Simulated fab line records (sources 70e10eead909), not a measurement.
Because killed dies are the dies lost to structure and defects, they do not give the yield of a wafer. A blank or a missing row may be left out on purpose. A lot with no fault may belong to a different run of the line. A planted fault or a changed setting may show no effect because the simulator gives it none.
The tool behind it: which one? ; flow nand_harc ; 12 lots, 36 wafers sampled, at 2 steps of a route of 1159

## WHAT THE GAUGES READ, wafer by wafer
NHARC_P_M2_CD_MEAS_16.
lot;measured;on;cd_nm (nm)
L075;day 6 17:02;cd_sem-02;169.6 171.5 170.6
L079;day 7 13:01;cd_sem-01;170.9 169.6 170.6
L078;day 7 15:30;cd_sem-01;170.3 170.7 168.9
L080;day 8 04:43;cd_sem-03;169.7 170.8 169.5
L082;day 8 14:54;cd_sem-03;170.8 169.7 170.4
L084;day 10 13:35;cd_sem-01;170.2 170.8 169.1
L087;day 10 17:16;cd_sem-01;169.8 169.1 169.6
L091;day 10 18:33;cd_sem-03;170.1 169.4 169.9
L092;day 11 01:54;cd_sem-02;170.3 169.9 171.0
L094;day 11 06:23;cd_sem-02;170.2 169.8 170.2
L095;day 11 08:21;cd_sem-02;171.4 170.6 170.9
L097;day 11 23:46;cd_sem-01;170.7 169.7 169.9

## WHAT TOOL EACH LOT RAN ON (gives the tool, then ch and the chambers of the sampled wafers, and finally the start)
lot;NHARC_P_M1_DEP_33
L075;pecvd-02 ch 1,2, day 6 15:19
L079;pecvd-03 ch 0,1,2, day 7 11:17
L078;pecvd-04 ch 0,1,2, day 7 13:24
L080;pecvd-02 ch 0,2, day 8 02:51
L082;pecvd-03 ch 1,2, day 8 13:08
L084;pecvd-03 ch 0,1,2, day 10 11:50
L087;pecvd-03 ch 0,2, day 10 15:35
L091;pecvd-02 ch 0,2, day 10 16:52
L092;pecvd-02 ch 1,2, day 11 00:16
L094;pecvd-03 ch 0,1,2, day 11 04:46
L095;pecvd-04 ch 1,2, day 11 06:37
L097;pecvd-04 ch 0,2, day 11 21:57
- NHARC_P_M1_DEP_33: deposits SiCN, target thk 30 nm.

## THE ANSWER, worked out from the rows above alone
Rule: the usual values come from the lots themselves. Put in order of their means at a reading, lots are off if they are a third of the lots or fewer, leave a main group of 4 or more, and stand apart from it by a gap of 3 or more times the standard deviation of the main group's means; of several such gaps the widest counts. A main group is skipped when, at the precision printed for the reading in the tables above, its means are all equal. Also off: a lot with no number at a reading for which 4 or more lots have one. The other lots that the step has rows for count as sound.
Nothing can be told from this: no lot is off at any reading shown.

## WHAT HAD BEEN PUT IN BY THE SIMULATOR
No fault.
